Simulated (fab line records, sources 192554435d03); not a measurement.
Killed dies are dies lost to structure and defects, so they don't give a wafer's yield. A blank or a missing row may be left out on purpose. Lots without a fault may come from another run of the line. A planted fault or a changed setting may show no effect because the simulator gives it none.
Split-lot experiment | flow n5_finfet | 7 lots, 36 wafers read, on a route of 1938 steps

THE SPLIT
At N5_BEOL_M5_TRENCH_ETCH_37 (etches SiCOH lowk in C4F6/O2, target depth 71.652 nm, time 24.7 s), the setting target_depth_a was moved away from the recipe's 716.52 angstrom on 14 of the 36 wafers read, by -45.5% to +48.9%. The other wafers ran this setting at the recipe's value.

FROM THE SPLIT TO THE READING: what the file shows between them, 8 steps
- N5_BEOL_M5_ETCH_41: etches SiCN in CH3F/O2, target depth 31.5 nm, time 56.7 s
- N5_BEOL_M5_STRIP_91: strips in N2/H2, time 10 s
- N5_BEOL_M5_OCD_MEAS_38
- N5_BEOL_M5_HM_STRIP_39: strips TiN in peroxide tin strip, target depth 25 nm, time 158 s
- N5_BEOL_M5_SRD_40: time 30 s
- N5_BEOL_M5_ECD_50: material Cu, target thk 300 nm
- N5_BEOL_M5_ANNEAL_51: time 90 s
- N5_BEOL_M5_CMP_52: polishes, stops on SiCOH lowk, t overpolish 6.9 s, target thk 62 nm

THE READING
M5_THK, in nm, at N5_BEOL_M5_THK_MEAS_53 (measures by xrf). Fault-free wafers of this fab line usually give 61.9 nm, standard deviation 1.7 nm.

wafer  | tool, chamber at the split | target_depth_a as run, angstrom | against the recipe | M5_THK, nm | against lot-mates on the recipe
L078.1 | rie_diel-02, 1             | 390.5                           | -45.5%             | 30.7       | -34.8
L078.2 | rie_diel-02, 2             | 390.5                           | -45.5%             | 30.9       | -34.6
L078.3 | rie_diel-02, 0             | 716.52                          | recipe             | 67.4       | -
L078.4 | rie_diel-02, 3             | 716.52                          | recipe             | 63.8       | -
L078.5 | rie_diel-02, 3             | 716.52                          | recipe             | 65.4       | -
L078.6 | rie_diel-02, 2             | 390.5                           | -45.5%             | 31.4       | -34.1
L079.1 | rie_diel-02, 0             | 716.52                          | recipe             | 64.0       | -
L079.2 | rie_diel-02, 2             | 716.52                          | recipe             | 65.1       | -
L079.3 | rie_diel-02, 3             | 716.52                          | recipe             | 63.4       | -
L079.4 | rie_diel-02, 1             | 716.52                          | recipe             | 63.1       | -
L079.5 | rie_diel-02, 2             | 716.52                          | recipe             | 64.5       | -
L079.6 | rie_diel-02, 3             | 716.52                          | recipe             | 62.1       | -
L082.1 | rie_diel-06, 1             | 716.52                          | recipe             | 61.0       | -
L082.4 | rie_diel-06, 0             | 716.52                          | recipe             | 59.7       | -
L082.6 | rie_diel-06, 2             | 716.52                          | recipe             | 59.2       | -
L086.1 | rie_diel-05, 3             | 716.52                          | recipe             | 60.0       | -
L086.2 | rie_diel-05, 0             | 580.5                           | -19.0%             | 47.5       | -12.5
L086.4 | rie_diel-05, 0             | 580.5                           | -19.0%             | 47.4       | -12.6
L090.1 | rie_diel-05, 3             | 1067                            | +48.9%             | 95.0       | +32.6
L090.2 | rie_diel-05, 0             | 716.52                          | recipe             | 63.0       | -
L090.3 | rie_diel-05, 1             | 1067                            | +48.9%             | 97.9       | +35.5
L090.4 | rie_diel-05, 1             | 716.52                          | recipe             | 62.2       | -
L090.5 | rie_diel-05, 3             | 1067                            | +48.9%             | 95.7       | +33.3
L090.6 | rie_diel-05, 0             | 716.52                          | recipe             | 61.9       | -
L093.1 | rie_diel-05, 2             | 716.52                          | recipe             | 62.2       | -
L093.2 | rie_diel-05, 0             | 716.52                          | recipe             | 65.1       | -
L093.3 | rie_diel-05, 1             | 1055                            | +47.2%             | 98.7       | +35.2
L093.4 | rie_diel-05, 2             | 716.52                          | recipe             | 63.1       | -
L093.5 | rie_diel-05, 1             | 1055                            | +47.2%             | 98.2       | +34.7
L093.6 | rie_diel-05, 0             | 1055                            | +47.2%             | 98.6       | +35.1
L097.1 | rie_diel-06, 0             | 716.52                          | recipe             | 60.5       | -
L097.2 | rie_diel-06, 2             | 1009                            | +40.8%             | 88.8       | +28.2
L097.3 | rie_diel-06, 2             | 1009                            | +40.8%             | 87.9       | +27.3
L097.4 | rie_diel-06, 0             | 716.52                          | recipe             | 61.7       | -
L097.5 | rie_diel-06, 0             | 1009                            | +40.8%             | 89.6       | +29.0
L097.6 | rie_diel-06, 2             | 716.52                          | recipe             | 59.6       | -

THE FIT
A straight line over all 36 wafers: M5_THK changes by +0.703 nm for each +1% of target_depth_a; r = +0.99; the points scatter about the line by 2.1 nm.
The same after taking each lot's own level away (the mean of its wafers on the recipe; 36 wafers): +0.722 nm for each +1%; r = +1.00; scatter 1.2 nm.
On that fit, the largest move of target_depth_a shifts the reading by 35 nm.
The lots' own levels span 59.97 to 65.53 nm, that is 3.3 times the standard deviation above.
So the lot-to-lot level changes the slope little: the two slopes agree.
Check: with one of the wafers moved furthest among these (+48.9%) left out of the fit, the line predicts +35.4 nm for it against its lot-mates. It came out at +32.6 nm against them.

THE WHOLE CHAIN: every reading that the file lists as answering this split, in the file's order
step                      | what it does                                                        | reading                                                                          | change (the file's fit)                                                              | r (the file's)
N5_BEOL_M5_TRENCH_ETCH_37 | etches SiCOH lowk in C4F6/O2, target depth 71.652 nm, time 24.7 s   | BEOL_M5.feature_depth_nm (the simulator's own value, which no gauge read)        | +0.711 nm for each +1% of the setting                                                | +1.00
N5_BEOL_M5_TRENCH_ETCH_37 | etches SiCOH lowk in C4F6/O2, target depth 71.652 nm, time 24.7 s   | etch.depth_nm (the simulator's own value, which no gauge read)                   | +0.71 nm for each +1% of the setting                                                 | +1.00
N5_BEOL_M5_TRENCH_ETCH_37 | etches SiCOH lowk in C4F6/O2, target depth 71.652 nm, time 24.7 s   | TiN_of_BEOL_M5_HM_DEP_02.thk_nm (the simulator's own value, which no gauge read) | -0.0208 nm for each +1% of the setting                                               | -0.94
N5_BEOL_M5_OCD_MEAS_38    |                                                                     | trench_depth_nm                                                                  | +0.715 nm for each +1% of the setting                                                | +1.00
N5_BEOL_M5_CMP_52         | polishes, stops on SiCOH lowk, t overpolish 6.9 s, target thk 62 nm | Cu_of_BEOL_M5_ECD_50.thk_nm (the simulator's own value, which no gauge read)     | +0.72 nm for each +1% of the setting                                                 | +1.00
N5_BEOL_M5_THK_MEAS_53    | measures by xrf                                                     | M5_THK                                                                           | +0.72 for each +1% of the setting                                                    | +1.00
N5_BEOL_M5_RS_MEAS_57     | measures by four-point-probe                                        | M5_RS                                                                            | not straight: 0.929 at the lowest setting, 0.381 at the recipe, 0.230 at the highest | not given

THE FILE'S OWN FIT
M5_THK changes by +0.72 nm for each +1% of target_depth_a, r = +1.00.
